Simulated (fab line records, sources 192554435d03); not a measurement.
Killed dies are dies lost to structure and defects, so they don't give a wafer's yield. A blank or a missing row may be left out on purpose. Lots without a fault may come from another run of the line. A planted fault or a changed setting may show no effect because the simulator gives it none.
Which tool did it? | flow n5_finfet | 24 lots, 72 wafers sampled, at 6 steps of a route of 1938

WHAT THE GAUGES READ, wafer by wafer
N5_BEOL_M2_INSPECT_59: inspects for defects (darkfield).
lot  | measured     | on                | raw_defect_count
L074 | day 7 05:19  | defect_inspect-02 | 71 58 62
L075 | day 7 05:40  | defect_inspect-01 | 60 53 71
L077 | day 8 17:43  | defect_inspect-01 | 72 122 73
L078 | day 9 18:34  | defect_inspect-02 | 45 44 56
L083 | day 9 22:03  | defect_inspect-02 | 82 61 61
L076 | day 9 22:18  | defect_inspect-01 | 85 72 112
L080 | day 9 22:31  | defect_inspect-01 | 57 87 56
L079 | day 10 00:56 | defect_inspect-01 | 99 65 63
L081 | day 10 01:14 | defect_inspect-01 | 101 112 122
L082 | day 10 08:29 | defect_inspect-01 | 118 80 110
L084 | day 10 10:34 | defect_inspect-01 | 66 110 108
L085 | day 10 12:26 | defect_inspect-02 | 81 75 74
L088 | day 10 15:04 | defect_inspect-02 | 47 107 61
L086 | day 10 15:16 | defect_inspect-01 | 70 109 71
L087 | day 10 20:26 | defect_inspect-02 | 54 83 38
L089 | day 11 05:37 | defect_inspect-02 | 55 95 96
L090 | day 11 16:53 | defect_inspect-02 | 67 66 88
L091 | day 12 03:02 | defect_inspect-02 | 38 46 63
L092 | day 12 08:47 | defect_inspect-02 | 49 84 71
L093 | day 12 15:21 | defect_inspect-01 | 60 78 59
L094 | day 12 17:24 | defect_inspect-01 | 70 96 93
L095 | day 12 20:34 | defect_inspect-01 | 90 95 125
L096 | day 13 06:25 | defect_inspect-02 | 56 71 73
L097 | day 13 12:44 | defect_inspect-02 | 78 98 43

N5_BEOL_M3_CD_MEAS_28: target cd 25.7 nm, target cd y 23.3 nm.
lot  | measured     | on        | cd_nm (nm)
L074 | day 7 07:10  | cd_sem-03 | 25.70 25.21 25.39
L075 | day 7 07:26  | cd_sem-01 | 25.73 25.50 25.41
L077 | day 8 19:56  | cd_sem-03 | 25.40 25.51 25.43
L078 | day 9 20:39  | cd_sem-01 | 25.54 25.54 25.35
L083 | day 10 01:55 | cd_sem-03 | 25.42 25.62 25.89
L076 | day 10 01:44 | cd_sem-01 | 25.30 25.70 25.57
L080 | day 10 01:59 | cd_sem-03 | 25.64 25.51 26.02
L079 | day 10 02:32 | cd_sem-02 | 25.72 25.75 25.79
L081 | day 10 04:58 | cd_sem-03 | 25.83 26.37 25.27
L082 | day 10 10:38 | cd_sem-03 | 25.98 25.29 25.89
L084 | day 10 12:46 | cd_sem-03 | 25.70 25.83 25.71
L085 | day 10 16:18 | cd_sem-03 | 25.57 25.34 25.79
L088 | day 10 17:21 | cd_sem-01 | 25.38 25.97 25.69
L086 | day 10 17:33 | cd_sem-03 | 25.37 25.80 25.86
L087 | day 10 23:57 | cd_sem-02 | 25.62 25.69 25.46
L089 | day 11 09:22 | cd_sem-02 | 25.56 25.59 25.58
L090 | day 11 19:44 | cd_sem-01 | 25.75 26.07 25.56
L091 | day 12 05:32 | cd_sem-01 | 25.92 25.41 25.87
L092 | day 12 12:41 | cd_sem-01 | 25.47 25.66 25.54
L093 | day 12 18:14 | cd_sem-03 | 25.30 25.64 26.03
L094 | day 12 18:52 | cd_sem-02 | 25.52 25.86 26.13
L095 | day 12 22:47 | cd_sem-01 | 25.48 26.02 25.80
L096 | day 13 08:23 | cd_sem-03 | 25.53 25.84 25.72
L097 | day 13 14:19 | cd_sem-01 | 25.88 25.60 25.77

WHICH TOOL RAN EACH LOT (tool, then ch and the chambers of the sampled wafers, then the start)
lot  | N5_BEOL_M2_ALD_84                   | N5_BEOL_M2_SPUTTER_88        | N5_BEOL_M2_SPUTTER_96        | N5_BEOL_M3_STRIP_66
L074 | ald_metal-01 ch 0,1,3, day 7 01:52  | pvd_sputter-03, day 7 03:22  | pvd_sputter-03, day 7 04:14  | rie_diel-05 ch 0,2, day 7 06:32
L075 | ald_metal-02 ch 0,1,2, day 7 02:04  | pvd_sputter-02, day 7 03:41  | pvd_sputter-02, day 7 04:34  | rie_diel-01 ch 0,1, day 7 06:46
L077 | ald_metal-04 ch 1,3, day 8 14:22    | pvd_sputter-02, day 8 15:44  | pvd_sputter-02, day 8 16:37  | rie_diel-06 ch 0,1,2, day 8 19:08
L078 | ald_metal-02 ch 1,3, day 9 13:31    | pvd_sputter-02, day 9 16:37  | pvd_sputter-02, day 9 17:30  | rie_diel-06 ch 0,2, day 9 19:59
L083 | ald_metal-04 ch 1,2, day 9 18:42    | pvd_sputter-02, day 9 20:06  | pvd_sputter-02, day 9 20:59  | rie_diel-06 ch 1,3, day 10 01:02
L076 | ald_metal-02 ch 0,1,3, day 9 18:50  | pvd_sputter-03, day 9 20:12  | pvd_sputter-03, day 9 21:05  | rie_diel-05 ch 1,2, day 10 01:04
L080 | ald_metal-02 ch 0,2,3, day 9 19:02  | pvd_sputter-01, day 9 20:33  | pvd_sputter-01, day 9 21:26  | rie_diel-01 ch 0,1,3, day 10 01:07
L079 | ald_metal-04 ch 0,1,3, day 9 21:32  | pvd_sputter-02, day 9 22:59  | pvd_sputter-02, day 9 23:52  | rie_diel-01 ch 0,1,3, day 10 01:53
L081 | ald_metal-04 ch 1,2,3, day 9 21:45  | pvd_sputter-03, day 9 23:16  | pvd_sputter-03, day 10 00:08 | rie_diel-01 ch 0,2,3, day 10 04:16
L082 | ald_metal-02 ch 0,3, day 10 04:33   | pvd_sputter-01, day 10 06:32 | pvd_sputter-01, day 10 07:25 | rie_diel-01 ch 2,3, day 10 09:59
L084 | ald_metal-02 ch 0,3, day 10 05:11   | pvd_sputter-01, day 10 08:37 | pvd_sputter-01, day 10 09:29 | rie_diel-01 ch 0,2,3, day 10 12:14
L085 | ald_metal-01 ch 0,1,3, day 10 08:40 | pvd_sputter-03, day 10 10:26 | pvd_sputter-03, day 10 11:19 | rie_diel-06 ch 1,2,3, day 10 15:38
L088 | ald_metal-02 ch 0,2,3, day 10 11:45 | pvd_sputter-02, day 10 13:06 | pvd_sputter-02, day 10 13:59 | rie_diel-05 ch 0,2,3, day 10 16:47
L086 | ald_metal-01 ch 1,2,3, day 10 11:48 | pvd_sputter-01, day 10 13:08 | pvd_sputter-01, day 10 14:01 | rie_diel-05 ch 0,2,3, day 10 17:01
L087 | ald_metal-02 ch 1,2,3, day 10 16:26 | pvd_sputter-02, day 10 18:02 | pvd_sputter-02, day 10 18:55 | rie_diel-01 ch 0,2,3, day 10 23:17
L089 | ald_metal-01 ch 1,2, day 11 02:12   | pvd_sputter-02, day 11 03:40 | pvd_sputter-02, day 11 04:32 | rie_diel-06 ch 2,3, day 11 08:40
L090 | ald_metal-02 ch 0,2,3, day 11 13:08 | pvd_sputter-01, day 11 14:28 | pvd_sputter-01, day 11 15:21 | rie_diel-06 ch 0,1,2, day 11 19:11
L091 | ald_metal-02 ch 1,3, day 11 23:19   | pvd_sputter-03, day 12 01:04 | pvd_sputter-03, day 12 01:57 | rie_diel-06 ch 0,2, day 12 04:53
L092 | ald_metal-01 ch 0,1, day 12 04:45   | pvd_sputter-03, day 12 06:43 | pvd_sputter-03, day 12 07:35 | rie_diel-01 ch 0,3, day 12 12:01
L093 | ald_metal-01 ch 0,1, day 12 11:47   | pvd_sputter-02, day 12 13:23 | pvd_sputter-02, day 12 14:16 | rie_diel-01 ch 1,3, day 12 17:24
L094 | ald_metal-01 ch 0,1, day 12 12:39   | pvd_sputter-02, day 12 15:26 | pvd_sputter-02, day 12 16:19 | rie_diel-05 ch 1,2, day 12 18:20
L095 | ald_metal-04 ch 1,2, day 12 17:09   | pvd_sputter-01, day 12 18:35 | pvd_sputter-01, day 12 19:28 | rie_diel-05 ch 0,1,3, day 12 22:13
L096 | ald_metal-01 ch 0,2, day 13 01:23   | pvd_sputter-03, day 13 04:27 | pvd_sputter-03, day 13 05:20 | rie_diel-05 ch 0,1, day 13 07:43
L097 | ald_metal-02 ch 0,2,3, day 13 07:12 | pvd_sputter-01, day 13 10:32 | pvd_sputter-01, day 13 11:25 | rie_diel-05 ch 0,2,3, day 13 13:39
- N5_BEOL_M2_ALD_84: deposits TaN, pulse time 2 s, purge time 3 s, co reactant purge time 2 s.
- N5_BEOL_M2_SPUTTER_88: material Cu, target thk 4.5 nm, time 8.29 s.
- N5_BEOL_M2_SPUTTER_96: material Cu, target thk 4.5 nm, time 8.29 s.
- N5_BEOL_M3_STRIP_66: strips in CF4.

WHAT THE TOOLS THEMSELVES READ (means of the sampled wafers that have a number; where no wafer has one, the mark that the record gives instead)
N5_BEOL_M2_ALD_84.
lot  | tool         | heater_power_w (W) | mfc_carrier_sccm (sccm)
L074 | ald_metal-01 | 424                | 1501
L075 | ald_metal-02 | 399                | 1497
L077 | ald_metal-04 | 389                | 1506
L078 | ald_metal-02 | 374                | 1504
L083 | ald_metal-04 | 402                | 1501
L076 | ald_metal-02 | 384                | 1502
L080 | ald_metal-02 | 405                | 1503
L079 | ald_metal-04 | 395                | 1501
L081 | ald_metal-04 | 402                | 1497
L082 | ald_metal-02 | 396                | 1499
L084 | ald_metal-02 | 391                | 1501
L085 | ald_metal-01 | 434                | 1501
L088 | ald_metal-02 | 406                | 1501
L086 | ald_metal-01 | 433                | 1503
L087 | ald_metal-02 | 398                | 1497
L089 | ald_metal-01 | 452                | 1498
L090 | ald_metal-02 | 399                | 1500
L091 | ald_metal-02 | 374                | 1495
L092 | ald_metal-01 | 436                | 1501
L093 | ald_metal-01 | 439                | 1504
L094 | ald_metal-01 | 439                | 1498
L095 | ald_metal-04 | 399                | 1509
L096 | ald_metal-01 | 441                | 1499
L097 | ald_metal-02 | 410                | 1504

N5_BEOL_M2_SPUTTER_88.
lot  | tool           | throttle_valve_pct (%)
L074 | pvd_sputter-03 | 28.6
L075 | pvd_sputter-02 | 31.0
L077 | pvd_sputter-02 | 29.1
L078 | pvd_sputter-02 | 31.2
L083 | pvd_sputter-02 | 30.6
L076 | pvd_sputter-03 | 28.6
L080 | pvd_sputter-01 | 30.6
L079 | pvd_sputter-02 | 30.1
L081 | pvd_sputter-03 | 28.6
L082 | pvd_sputter-01 | 30.6
L084 | pvd_sputter-01 | 31.4
L085 | pvd_sputter-03 | 28.9
L088 | pvd_sputter-02 | 30.1
L086 | pvd_sputter-01 | 30.0
L087 | pvd_sputter-02 | 29.6
L089 | pvd_sputter-02 | 30.2
L090 | pvd_sputter-01 | 30.6
L091 | pvd_sputter-03 | 28.5
L092 | pvd_sputter-03 | 29.3
L093 | pvd_sputter-02 | 30.6
L094 | pvd_sputter-02 | 30.1
L095 | pvd_sputter-01 | 31.6
L096 | pvd_sputter-03 | 29.1
L097 | pvd_sputter-01 | 32.1

N5_BEOL_M2_SPUTTER_96.
lot  | tool           | throttle_valve_pct (%)
L074 | pvd_sputter-03 | 28.5
L075 | pvd_sputter-02 | 31.0
L077 | pvd_sputter-02 | 29.5
L078 | pvd_sputter-02 | 31.3
L083 | pvd_sputter-02 | 30.4
L076 | pvd_sputter-03 | 28.7
L080 | pvd_sputter-01 | 30.6
L079 | pvd_sputter-02 | 30.0
L081 | pvd_sputter-03 | 28.8
L082 | pvd_sputter-01 | 30.6
L084 | pvd_sputter-01 | 31.2
L085 | pvd_sputter-03 | 28.9
L088 | pvd_sputter-02 | 30.1
L086 | pvd_sputter-01 | 30.0
L087 | pvd_sputter-02 | 29.6
L089 | pvd_sputter-02 | 30.1
L090 | pvd_sputter-01 | 30.8
L091 | pvd_sputter-03 | 28.5
L092 | pvd_sputter-03 | 29.4
L093 | pvd_sputter-02 | 30.6
L094 | pvd_sputter-02 | 30.2
L095 | pvd_sputter-01 | 31.4
L096 | pvd_sputter-03 | 29.2
L097 | pvd_sputter-01 | 32.1

N5_BEOL_M3_STRIP_66.
lot  | tool        | drypump_motor_current_A (A) | oes_product_au (a.u.) | rf_vpp_V (V) | showerhead_plenum_p_Torr (Torr) | throttle_valve_pct (%)
L074 | rie_diel-05 | 5.74                        | 0.73                  | 271.5        | 1.78                            | 13.82
L075 | rie_diel-01 | 5.83                        | 0.84                  | 270.8        | 1.76                            | 13.18
L077 | rie_diel-06 | 6.04                        | 0.73                  | 270.7        | 1.77                            | 13.59
L078 | rie_diel-06 | 5.98                        | 0.74                  | 271.2        | 1.77                            | 13.63
L083 | rie_diel-06 | 5.98                        | 0.76                  | 270.5        | 1.78                            | 13.57
L076 | rie_diel-05 | 5.34                        | 0.71                  | 269.0        | 1.74                            | 13.97
L080 | rie_diel-01 | 5.85                        | 0.85                  | 270.9        | 1.79                            | 13.25
L079 | rie_diel-01 | 5.86                        | 0.85                  | 271.2        | 1.79                            | 13.26
L081 | rie_diel-01 | 5.73                        | 0.80                  | 271.4        | 1.80                            | 13.36
L082 | rie_diel-01 | 5.71                        | 0.77                  | 272.5        | 1.83                            | 13.57
L084 | rie_diel-01 | 5.73                        | 0.81                  | 272.1        | 1.80                            | 13.37
L085 | rie_diel-06 | 5.87                        | 0.76                  | 270.7        | 1.78                            | 13.62
L088 | rie_diel-05 | 5.72                        | 0.74                  | 270.3        | 1.76                            | 13.70
L086 | rie_diel-05 | 5.74                        | 0.74                  | 269.8        | 1.76                            | 13.71
L087 | rie_diel-01 | 5.72                        | 0.80                  | 271.3        | 1.80                            | 13.39
L089 | rie_diel-06 | 5.61                        | 0.79                  | 272.7        | 1.84                            | 13.65
L090 | rie_diel-06 | 6.07                        | 0.72                  | 269.9        | 1.77                            | 13.63
L091 | rie_diel-06 | 5.96                        | 0.73                  | 270.5        | 1.77                            | 13.68
L092 | rie_diel-01 | 5.80                        | 0.85                  | 270.5        | 1.80                            | 13.23
L093 | rie_diel-01 | 5.93                        | 0.85                  | 271.9        | 1.82                            | 13.32
L094 | rie_diel-05 | 5.53                        | 0.88                  | 270.1        | 1.75                            | 13.64
L095 | rie_diel-05 | 5.58                        | 0.74                  | 269.7        | 1.75                            | 13.69
L096 | rie_diel-05 | 5.38                        | 0.70                  | 269.6        | 1.74                            | 13.93
L097 | rie_diel-05 | 5.72                        | 0.81                  | 270.1        | 1.76                            | 13.55

THE ANSWER, worked out from the rows above alone
Rule: what is usual is taken from the lots themselves. Put in order of their means at a reading, lots are off if they are a third of the lots or fewer, leave a main group of 4 or more, and stand apart from it by a gap of 3 or more times the standard deviation of the main group's means; of several such gaps the widest counts. A main group whose means are all the same, to the digits that the tables above print for the reading, isn't used. A lot without any number at a reading at which 4 lots or more have one is off too. The other lots that the step has rows for count as sound. The gauges are gone through in route order, then the tools' own readings, and for those a lot's mean is taken as printed above. The first step at which some lot is off is used, and at that step the reading that is off furthest; a lot without a number counts as furthest.
No lot is off at any reading shown: from this, nothing can be told.

WHAT THE SIMULATOR HAD PUT IN
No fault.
